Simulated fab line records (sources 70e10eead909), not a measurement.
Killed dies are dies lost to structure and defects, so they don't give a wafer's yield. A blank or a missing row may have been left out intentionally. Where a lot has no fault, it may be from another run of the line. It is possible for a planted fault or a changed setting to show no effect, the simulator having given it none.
Which tool did it?	flow nand harc	24 lots, 72 wafers sampled, at 6 steps of a route of 1302

## WHAT EACH GAUGE READ, for each wafer
No reading from a measuring or inspecting step in the record can be judged against a usual standard deviation.

## EACH LOT AND THE TOOL THAT RAN IT (in order: tool; ch and the chambers of the sampled wafers; start)
lot	NHARC_A_CONTACT_ETCH_125	NHARC_A_CONTACT_ETCH_127	NHARC_A_CONTACT_ETCH_129	NHARC_A_CONTACT_ETCH_132	NHARC_A_CONTACT_ETCH_97	NHARC_A_CONTACT_ETCH_89
L075	har cap etch-01 ch 0,1, day 22 12:34	har cap etch-01 ch 0,1, day 22 12:55	har cap etch-01 ch 0,1, day 22 13:16	har cap etch-01 ch 0,1, day 22 13:47	rie diel-04 ch 1,2,3, no start	rie diel-04 ch 0,1,2, no start
L074	har cap etch-03 ch 0, day 22 13:35	har cap etch-03 ch 0, day 22 13:56	har cap etch-03 ch 0, day 22 14:18	har cap etch-03 ch 0, day 22 14:50	rie diel-04 ch 0,3, no start	rie diel-04 ch 0,2,3, no start
L076	har cap etch-03 ch 1, day 22 21:13	har cap etch-03 ch 1, day 22 21:34	har cap etch-03 ch 1, day 22 21:55	har cap etch-03 ch 1, day 22 22:26	rie diel-04 ch 0,1,2, no start	rie diel-04 ch 0,1,2, no start
L077	har cap etch-02 ch 0,1, day 23 16:31	har cap etch-02 ch 0,1, day 23 16:52	har cap etch-02 ch 0,1, day 23 17:13	har cap etch-02 ch 0,1, day 23 17:45	rie diel-04 ch 2,3, no start	rie diel-01 ch 0,1,2, no start
L082	har cap etch-03 ch 0,1, day 25 22:38	har cap etch-03 ch 0,1, day 25 22:59	har cap etch-03 ch 0,1, day 25 23:20	har cap etch-03 ch 0,1, day 25 23:52	rie diel-04 ch 0,1, no start	rie diel-04 ch 1,2, no start
L081	har cap etch-01 ch 1, day 26 06:10	har cap etch-01 ch 1, day 26 06:31	har cap etch-01 ch 1, day 26 06:53	har cap etch-01 ch 1, day 26 07:25	rie diel-04 ch 0,2,3, no start	rie diel-04 ch 1,2,3, no start
L078	har cap etch-03 ch 0,1, day 26 09:02	har cap etch-03 ch 0,1, day 26 09:30	har cap etch-03 ch 0,1, day 26 09:58	har cap etch-03 ch 0,1, day 26 10:40	rie diel-04 ch 0,1, no start	rie diel-04 ch 1,2,3, no start
L084	har cap etch-02 ch 0,1, day 26 21:42	har cap etch-02 ch 0,1, day 26 22:03	har cap etch-02 ch 0,1, day 26 22:24	har cap etch-02 ch 0,1, day 26 22:56	rie diel-10 ch 0,1,3, no start	rie diel-04 ch 1,2,3, no start
L080	har cap etch-02 ch 0, day 27 03:23	har cap etch-02 ch 0, day 27 03:44	har cap etch-02 ch 0, day 27 04:05	har cap etch-02 ch 0, day 27 04:37	rie diel-01 ch 0,1,3, no start	rie diel-10 ch 0,3, no start
L083	har cap etch-03 ch 0,1, day 27 10:57	har cap etch-03 ch 0,1, day 27 11:18	har cap etch-03 ch 0,1, day 27 11:39	har cap etch-03 ch 0,1, day 27 12:11	rie diel-01 ch 0,1,2, no start	rie diel-04 ch 0,1,2, no start
L085	har cap etch-02 ch 0,1, day 27 22:33	har cap etch-02 ch 0,1, day 27 22:54	har cap etch-02 ch 0,1, day 27 23:15	har cap etch-02 ch 0,1, day 27 23:47	rie diel-04 ch 0,2,3, no start	rie diel-10 ch 0,1,3, no start
L086	har cap etch-02 ch 0,1, day 28 03:43	har cap etch-02 ch 0,1, day 28 04:04	har cap etch-02 ch 0,1, day 28 04:25	har cap etch-02 ch 0,1, day 28 04:57	rie diel-04 ch 0,1,3, no start	rie diel-01 ch 0,1,3, no start
L079	har cap etch-02 ch 0,1, day 28 06:26	har cap etch-02 ch 0,1, day 28 06:47	har cap etch-02 ch 0,1, day 28 07:08	har cap etch-02 ch 0,1, day 28 07:40	rie diel-10 ch 0,2,3, no start	rie diel-10 ch 0,1,3, no start
L088	har cap etch-03 ch 0,1, day 28 11:25	har cap etch-03 ch 0,1, day 28 11:46	har cap etch-03 ch 0,1, day 28 12:07	har cap etch-03 ch 0,1, day 28 12:39	rie diel-04 ch 0,1,2, no start	rie diel-04 ch 1,3, no start
L087	har cap etch-02 ch 0,1, day 28 11:29	har cap etch-02 ch 0,1, day 28 11:50	har cap etch-02 ch 0,1, day 28 12:12	har cap etch-02 ch 0,1, day 28 12:44	rie diel-04 ch 1,3, no start	rie diel-10 ch 0,2,3, no start
L089	har cap etch-03 ch 0,1, day 28 17:19	har cap etch-03 ch 0,1, day 28 17:40	har cap etch-03 ch 0,1, day 28 18:01	har cap etch-03 ch 0,1, day 28 18:33	rie diel-01 ch 2,3, no start	rie diel-04 ch 1,2, no start
L090	har cap etch-01 ch 0,1, day 28 20:14	har cap etch-01 ch 0,1, day 28 20:35	har cap etch-01 ch 0,1, day 28 20:56	har cap etch-01 ch 0,1, day 28 21:28	rie diel-04 ch 0,2,3, no start	rie diel-04 ch 0,1,3, no start
L091	har cap etch-02 ch 0,1, day 29 01:26	har cap etch-02 ch 0,1, day 29 01:47	har cap etch-02 ch 0,1, day 29 02:08	har cap etch-02 ch 0,1, day 29 02:40	rie diel-04 ch 2,3, no start	rie diel-01 ch 0,2,3, no start
L092	har cap etch-02 ch 0,1, day 29 23:36	har cap etch-02 ch 0,1, day 29 23:57	har cap etch-02 ch 0,1, day 30 00:18	har cap etch-02 ch 0,1, day 30 00:50	rie diel-04 ch 0,1, no start	rie diel-04 ch 0,3, no start
L094	har cap etch-01 ch 0,1, day 30 05:06	har cap etch-01 ch 0,1, day 30 05:34	har cap etch-01 ch 0,1, day 30 06:02	har cap etch-01 ch 0,1, day 30 06:45	rie diel-04 ch 0,2,3, no start	rie diel-01 ch 0,2,3, no start
L093	har cap etch-03 ch 0,1, day 30 06:43	har cap etch-03 ch 0,1, day 30 07:04	har cap etch-03 ch 0,1, day 30 07:25	har cap etch-03 ch 0,1, day 30 07:57	rie diel-10 ch 0,1,3, no start	rie diel-01 ch 0,3, no start
L095	har cap etch-02 ch 0,1, day 31 15:14	har cap etch-02 ch 0,1, day 31 15:35	har cap etch-02 ch 0,1, day 31 15:56	har cap etch-02 ch 0,1, day 31 16:28	rie diel-04 ch 2,3, no start	rie diel-04 ch 1,2,3, no start
L096	har cap etch-03 ch 0,1, day 31 15:56	har cap etch-03 ch 0,1, day 31 16:17	har cap etch-03 ch 0,1, day 31 16:38	har cap etch-03 ch 0,1, day 31 17:10	rie diel-04 ch 2,3, no start	rie diel-04 ch 0,1,2, no start
L097	har cap etch-01 ch 0,1, day 33 01:38	har cap etch-01 ch 0,1, day 33 01:59	har cap etch-01 ch 0,1, day 33 02:20	har cap etch-01 ch 0,1, day 33 02:52	rie diel-04 ch 1,2,3, no start	rie diel-01 ch 2,3, no start
- NHARC_A_CONTACT_ETCH_125: etches the open film in C4F8/O2/Ar, time 197 s, target depth 1918 nm.
- NHARC_A_CONTACT_ETCH_127: etches the open film in C4F8/O2/Ar, time 197 s, target depth 1918 nm.
- NHARC_A_CONTACT_ETCH_129: etches the open film in C4F8/O2/Ar, time 197 s, target depth 1918 nm.
- NHARC_A_CONTACT_ETCH_132: etches the open film in C4F8/O2/Ar, time 197 s, target depth 1924 nm.
- NHARC_A_CONTACT_ETCH_97: etches the open film in C4F6/O2, target depth 20 nm, time 10 s.
- NHARC_A_CONTACT_ETCH_89: etches the open film in N2/H2, target depth 260 nm, time 475.3 s.

## AS READ BY THE TOOLS THEMSELVES (means over the sampled wafers that have a number; for cases with no such wafer, the mark the record gives instead)
NHARC_A_CONTACT_ETCH_97. Usual: drypump motor current A 5.8 A, standard deviation 0.52; oes product au 0.956 a.u., standard deviation 0.023; rf vpp V 547 V, standard deviation 3.2; showerhead plenum p Torr 3.91 Torr, standard deviation 0.15; throttle valve pct 26.903 %, standard deviation 0.0096.
lot	tool	drypump motor current A (A)	oes product au (a.u.)	rf vpp V (V)	showerhead plenum p Torr (Torr)	throttle valve pct (%)	flag
L075	rie diel-04	5.7	0.938	547	3.92	26.908	
L074	rie diel-04	6.3	0.955	549	4.04	26.902	
L076	rie diel-04	5.7	0.942	548	3.96	26.906	
L077	rie diel-04	5.5	0.950	545	3.84	26.902	
L082	rie diel-04	5.9	0.951	549	4.03	26.906	
L081	rie diel-04	5.9	0.943	547	3.95	26.901	
L078	rie diel-04	6.1	0.958	551	4.08	26.905	
L084	rie diel-10	5.5	1.005	545	3.85	26.901	
L080	rie diel-01	6.4	0.990	546	3.85	26.894	
L083	rie diel-01	6.0	1.002	545	3.84	26.890	
L085	rie diel-04	5.9	0.938	547	3.95	26.905	
L086	rie diel-04	6.1	0.946	550	4.02	26.907	
L079	rie diel-10	5.3	0.998	546	3.86	26.897	
L088	rie diel-04	5.7	0.946	548	3.94	26.912	
L087	rie diel-04	6.1	0.941	548	3.97	26.908	
L089	rie diel-01	5.3	0.946	545	3.82	26.901	
L090	rie diel-04	5.9	0.954	548	3.94	26.895	
L091	rie diel-04	5.5	0.939	544	3.82	26.904	
L092	rie diel-04	5.9	0.971	549	4.02	26.904	
L094	rie diel-04	5.9	0.942	547	3.94	26.907	
L093	rie diel-10	5.5	0.963	545	3.83	26.901	
L095	rie diel-04	5.9	0.940	546	3.89	26.916	
L096	rie diel-04	5.9	0.938	547	3.89	26.893	
L097	rie diel-04	5.7	0.940	546	3.89	26.895	

NHARC_A_CONTACT_ETCH_89. Usual: drypump motor current A 5.8 A, standard deviation 0.56; n2 flow sccm 150.0 sccm, standard deviation 0.39; oes product au 0.999 a.u., standard deviation 0.0081; rf vpp V 430.1 V, standard deviation 2.5; showerhead plenum p Torr 2.02 Torr, standard deviation 0.086; throttle valve pct 14.170 %, standard deviation 0.0094.
lot	tool	drypump motor current A (A)	n2 flow sccm (sccm)	oes product au (a.u.)	rf vpp V (V)	showerhead plenum p Torr (Torr)	throttle valve pct (%)	flag
L075	rie diel-04	5.8	150.3	1.000	430.5	2.06	14.166	
L074	rie diel-04	5.9	150.0	1.008	432.1	2.06	14.170	
L076	rie diel-04	5.7	149.8	0.993	431.4	2.06	14.169	
L077	rie diel-01	6.0	150.0	1.001	429.0	2.00	14.169	
L082	rie diel-04	5.3	149.6	0.995	429.1	1.99	14.167	
L081	rie diel-04	5.7	149.9	0.998	430.2	2.03	14.172	
L078	rie diel-04	5.7	149.6	1.003	431.1	2.03	14.168	
L084	rie diel-04	5.7	150.0	0.997	430.0	2.03	14.168	
L080	rie diel-10	5.4	149.8	1.005	429.5	2.02	14.170	
L083	rie diel-04	5.7	150.1	1.004	430.7	2.06	14.177	
L085	rie diel-10	5.5	150.3	1.000	428.7	1.99	14.171	
L086	rie diel-01	6.4	150.3	0.999	429.3	1.99	14.171	
L079	rie diel-10	5.5	150.2	1.002	428.6	1.99	14.177	
L088	rie diel-04	6.0	149.8	0.998	432.0	2.07	14.172	
L087	rie diel-10	5.3	150.2	0.999	429.3	2.00	14.160	
L089	rie diel-04	5.5	149.6	1.000	429.8	2.02	14.176	
L090	rie diel-04	6.0	150.0	1.002	432.5	2.10	14.170	
L091	rie diel-01	5.9	150.1	1.000	430.1	2.01	14.166	
L092	rie diel-04	6.3	149.3	0.994	432.7	2.12	14.166	
L094	rie diel-01	5.9	150.1	0.994	430.2	2.01	14.162	
L093	rie diel-01	6.4	150.2	1.009	429.7	2.01	14.163	
L095	rie diel-04	5.7	150.3	0.993	430.5	2.02	14.173	
L096	rie diel-04	5.7	150.1	0.995	430.0	2.05	14.170	
L097	rie diel-01	5.7	150.1	1.001	428.2	1.97	14.184	

## THE ANSWER, worked out from the rows above alone
Rule: take the mean of a lot's wafers that have a number; if it is more than 3 standard deviations from the usual mean, the lot is off. A lot without any number at a reading at which 4 lots or more have one is off too. Where the step has rows for the other lots, those lots are counted as sound. Order of review: gauges by route order, followed by the tools' own readings, for which a lot's mean as printed above is used. At the first step where some lot is off, the reading lying furthest off is the one used; lots without a number count as furthest.
Nothing can be told from this: no lot is off at any reading shown.

## WHAT HAD BEEN PUT IN BY THE SIMULATOR
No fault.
